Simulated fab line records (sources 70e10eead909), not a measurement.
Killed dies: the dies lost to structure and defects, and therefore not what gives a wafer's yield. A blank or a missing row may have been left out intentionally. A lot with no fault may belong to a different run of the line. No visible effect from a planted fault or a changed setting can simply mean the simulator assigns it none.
Struck lot and sound lot, side by side | flow nandHarc | 15 steps out of a route of 1302
Sound: the wafers L597.1, L597.4, L597.5. Wafers struck: L603.3, L603.6. The cause comes at the end.
For every step that has rows: the tool of each side, followed by ch and its chambers, followed by its first start. Under that, the readings that differ: sound wafers | struck wafers | difference of the means | sigmas: that difference in standard deviations of wafers without a fault.
alike: readings with means less than 2 such deviations apart, plus words and numbers identical on both sides. not compared: withheld readings, readings lacking a value on some wafer, bounds such as >300 that could conceal the same value, and numbers that have no deviation in the record and whose values overlap.
Wherever a step has rows on one side only, a row that says differs or no value, or a row with sigmas, the two part there. When numbers do not overlap yet have no deviation, they are printed without sigmas and do not part them. A reading that every wafer of one side lacks parts them only if that side has two wafers or more.

NHARC_A_M0_OVL_MEAS_10: pitch 160 nm.
  sound on overlay-02, day 26 02:32; struck on overlay-01, day 28 02:19
reading         | sound          | struck  | difference | sigmas
overlayYNm (nm) | -1.7 -1.1 -1.9 | 0.0 0.1 | +1.6       | +2
  alike: overlayXNm
NHARC_A_M0_INSPECT_11:
  sound on defectInspect-02, day 26 02:35; struck on defectInspect-02, day 28 02:21
reading        | sound       | struck | difference | sigmas
rawDefectCount | 133 111 121 | 18 24  | -101       | -3
NHARC_A_M0_DESCUM_14: chemistry O2, time 3 s.
  sound on rieDiel-03 ch 2,3, day 26 02:40; struck on rieDiel-03 ch 1,2, day 28 02:25
  alike: drypumpMotorCurrentA, oesProductAu, rfVppV, showerheadPlenumPTorr, throttleValvePct
  not compared: rfHoursCounterH
then, 2 steps without rows for these wafers: NHARC_A_M0_ETCH_34 (etches the open film in N2/H2, target depth 40 nm, overetch 12 nm, time 43.94 s); NHARC_A_M0_ETCH_15 (etches the open film in C4F8/Ar, target depth 150 nm, overetch 15 nm, time 82.5 s).
NHARC_A_M0_CD_MEAS_16:
  sound on cdSem-02, day 26 02:59; struck on cdSem-01, day 28 02:43
  alike: cdNm
NHARC_A_M0_STRIP_18: strips in N2/H2.
  sound on rieDiel-07 ch 1,3, day 26 03:03; struck on rieDiel-03 ch 2, day 28 02:49
  alike: drypumpMotorCurrentA, oesProductAu, rfFwdPowerW, rfVppV, showerheadPlenumPTorr, throttleValvePct
  not compared: rfHoursCounterH
then, 1 step without rows for these wafers: NHARC_A_M0_STRIP_19 (strips in post etch residue remover, time 600 s).
NHARC_A_M0_DEGAS_28: time 60 s.
  sound on pvdSputter-02, day 26 03:35; struck on pvdSputter-01, day 28 03:20
  alike: heaterPowerW, susceptorTempC
then, 2 steps without rows for these wafers: NHARC_A_M0_PRE_CLEAN_29 (time 30 s); NHARC_A_M0_PVD_20 (deposits TaN, target thk 5 nm, time 8.06 s).
NHARC_A_M0_PVD_21: deposits Cu, target thk 30 nm, time 20.49 s.
  sound on pvdSputter-02; struck on pvdSputter-01
reading              | sound          | struck    | difference | sigmas
throttleValvePct (%) | 29.4 31.6 31.6 | 28.6 28.8 | -2.2       | -2
  alike: substrateTempC
NHARC_A_M0_ECD_22: material Cu, target thk 400 nm.
  sound on ecdCu-02 ch 0,1, day 26 04:00; struck on ecdCu-02 ch 0,1, day 28 03:50
  alike: bathTempC
NHARC_A_M0_ANNEAL_30: time 90 s.
  sound on rtpAnneal-02 ch 0, day 26 04:23; struck on rtpAnneal-01 ch 0, day 28 04:10
  alike: annealTempC, wafer_temp_C_max
NHARC_A_M0_CMP_23: polishes, t overpolish 20 s, target thk 113.75 nm.
  sound on cmp-03 ch 0,1,2, day 26 04:45; struck on cmp-04 ch 0,2, day 28 04:28
reading                   | sound             | struck      | difference | sigmas
retainingRingPressureFrac | 1.003 1.000 1.009 | 0.998 0.985 | -0.012     | -3
timeToEndpointS (s)       | 31.4 28.6 31.9    | 14.0 9.7    | -18.8      | -6
  alike: motorCurrentA

WHERE THEY PART
Last at NHARC_A_M0_CMP_23 as far as this record goes, first at NHARC_A_M0_OVL_MEAS_10.

WHY: what the simulator had put in
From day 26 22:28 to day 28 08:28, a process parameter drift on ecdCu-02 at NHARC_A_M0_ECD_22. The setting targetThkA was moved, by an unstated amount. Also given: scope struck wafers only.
